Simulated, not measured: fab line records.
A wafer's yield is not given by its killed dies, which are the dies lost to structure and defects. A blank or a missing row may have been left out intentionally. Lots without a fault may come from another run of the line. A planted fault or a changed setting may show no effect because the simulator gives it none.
Check of tool commonality / flow nand harc / Lots sampled 11, wafers sampled 33

== WHY THIS WAS OPENED ==
On 2 of the 11 lots, a flag is raised at NHARC_P_ZERO_WELL_CD_MEAS_37 on the reading cd nm. No-fault wafers: 718.4 nm, standard deviation 1.8.
Rule: a lot is flagged in two cases, either no wafer of it has a number, or all its wafers with numbers fall more than 4 standard deviations from that mean. The other lots count as sound.

lot=L755; measured=day 2 19:58; on=cd sem-01; cd nm (nm), wafer by wafer=717.7 717.4 717.5; flag=
lot=L757; measured=day 3 16:19; on=cd sem-01; cd nm (nm), wafer by wafer=744.6 760.3 805.7; flag=FLAGGED
lot=L758; measured=day 4 02:29; on=cd sem-01; cd nm (nm), wafer by wafer=720.2 721.6 719.5; flag=
lot=L759; measured=day 4 12:15; on=cd sem-01; cd nm (nm), wafer by wafer=797.0 739.5 745.2; flag=FLAGGED
lot=L766; measured=day 7 10:11; on=cd sem-02; cd nm (nm), wafer by wafer=717.0 717.4 718.7; flag=
lot=L767; measured=day 7 20:07; on=cd sem-02; cd nm (nm), wafer by wafer=722.2 716.8 718.8; flag=
lot=L768; measured=day 8 06:07; on=cd sem-01; cd nm (nm), wafer by wafer=716.8 718.7 721.8; flag=
lot=L769; measured=day 8 16:06; on=cd sem-03; cd nm (nm), wafer by wafer=717.3 715.4 717.4; flag=
lot=L770; measured=day 9 02:07; on=cd sem-03; cd nm (nm), wafer by wafer=720.6 719.3 720.3; flag=
lot=L771; measured=day 9 11:58; on=cd sem-01; cd nm (nm), wafer by wafer=719.0 717.8 716.2; flag=
lot=L773; measured=day 10 09:34; on=cd sem-03; cd nm (nm), wafer by wafer=718.4 719.0 721.5; flag=
The mean of the flagged lots' numbers is 765.4 nm, +47.0 nm from the usual (+26 standard deviations).

== WHICH TOOL RAN EACH LOT ==
The record holds 1 process step before the reading, out of a route of 1302 steps. Each cell gives the tool, then ch followed by the chambers the sampled wafers passed through, then the start.
lot=L755; flag=; NHARC_P_ZERO_WELL_EXPOSE_34=krf scanner-04 ch 0, day 2 19:49
lot=L757; flag=FLAGGED; NHARC_P_ZERO_WELL_EXPOSE_34=krf scanner-04 ch 0, day 3 16:10
lot=L758; flag=; NHARC_P_ZERO_WELL_EXPOSE_34=krf scanner-02 ch 0, day 4 02:19
lot=L759; flag=FLAGGED; NHARC_P_ZERO_WELL_EXPOSE_34=krf scanner-04 ch 0, day 4 12:05
lot=L766; flag=; NHARC_P_ZERO_WELL_EXPOSE_34=krf scanner-04 ch 0, day 7 10:02
lot=L767; flag=; NHARC_P_ZERO_WELL_EXPOSE_34=krf scanner-04 ch 0, day 7 19:58
lot=L768; flag=; NHARC_P_ZERO_WELL_EXPOSE_34=krf scanner-03 ch 0, day 8 05:57
lot=L769; flag=; NHARC_P_ZERO_WELL_EXPOSE_34=krf scanner-02 ch 0, day 8 15:56
lot=L770; flag=; NHARC_P_ZERO_WELL_EXPOSE_34=krf scanner-04 ch 0, day 9 01:58
lot=L771; flag=; NHARC_P_ZERO_WELL_EXPOSE_34=krf scanner-03 ch 0, day 9 11:49
lot=L773; flag=; NHARC_P_ZERO_WELL_EXPOSE_34=krf scanner-04 ch 0, day 10 09:25
What is done by these steps:
- NHARC_P_ZERO_WELL_EXPOSE_34: exposes mask P PWELL, target cd 720 nm.
- NHARC_P_ZERO_WELL_CD_MEAS_37: target cd 720 nm.

== FLAGGED OVER TOTAL, TOOL BY TOOL (the gauges that took the reading come last) ==
step=NHARC_P_ZERO_WELL_EXPOSE_34; tool=krf scanner-02; lots run=2; flagged=0; share of the flagged lots=none; sound lots run after its first flagged lot=-
step=NHARC_P_ZERO_WELL_EXPOSE_34; tool=krf scanner-03; lots run=2; flagged=0; share of the flagged lots=none; sound lots run after its first flagged lot=-
step=NHARC_P_ZERO_WELL_EXPOSE_34; tool=krf scanner-04; lots run=7; flagged=2; share of the flagged lots=all; sound lots run after its first flagged lot=4 (L766,L767,L770,L773)
step=NHARC_P_ZERO_WELL_CD_MEAS_37; tool=cd sem-01; lots run=6; flagged=2; share of the flagged lots=all; sound lots run after its first flagged lot=3 (L758,L768,L771)
step=NHARC_P_ZERO_WELL_CD_MEAS_37; tool=cd sem-02; lots run=2; flagged=0; share of the flagged lots=none; sound lots run after its first flagged lot=-
step=NHARC_P_ZERO_WELL_CD_MEAS_37; tool=cd sem-03; lots run=3; flagged=0; share of the flagged lots=none; sound lots run after its first flagged lot=-

== WHAT IS ALLOWED BY THE TABLE ==
Table rows that saw every flagged lot: 2, namely krf scanner-04 at NHARC_P_ZERO_WELL_EXPOSE_34 and cd sem-01 at NHARC_P_ZERO_WELL_CD_MEAS_37.
- krf scanner-04 at NHARC_P_ZERO_WELL_EXPOSE_34 ran 7 lots, 2 of them flagged. Lots that were sound ran on it after the first flagged one (L766, L767, L770, L773); a persistent fault on the entire tool would not allow that.
- cd sem-01 at NHARC_P_ZERO_WELL_CD_MEAS_37 ran 6 lots, 2 of them flagged. Lots that were sound ran on it after the first flagged one (L758, L768, L771); a persistent fault on the entire tool would not allow that.
None of the table's rows ran every flagged lot and, after the first, no sound lot.

== WHAT HAD BEEN PUT IN BY THE SIMULATOR ==
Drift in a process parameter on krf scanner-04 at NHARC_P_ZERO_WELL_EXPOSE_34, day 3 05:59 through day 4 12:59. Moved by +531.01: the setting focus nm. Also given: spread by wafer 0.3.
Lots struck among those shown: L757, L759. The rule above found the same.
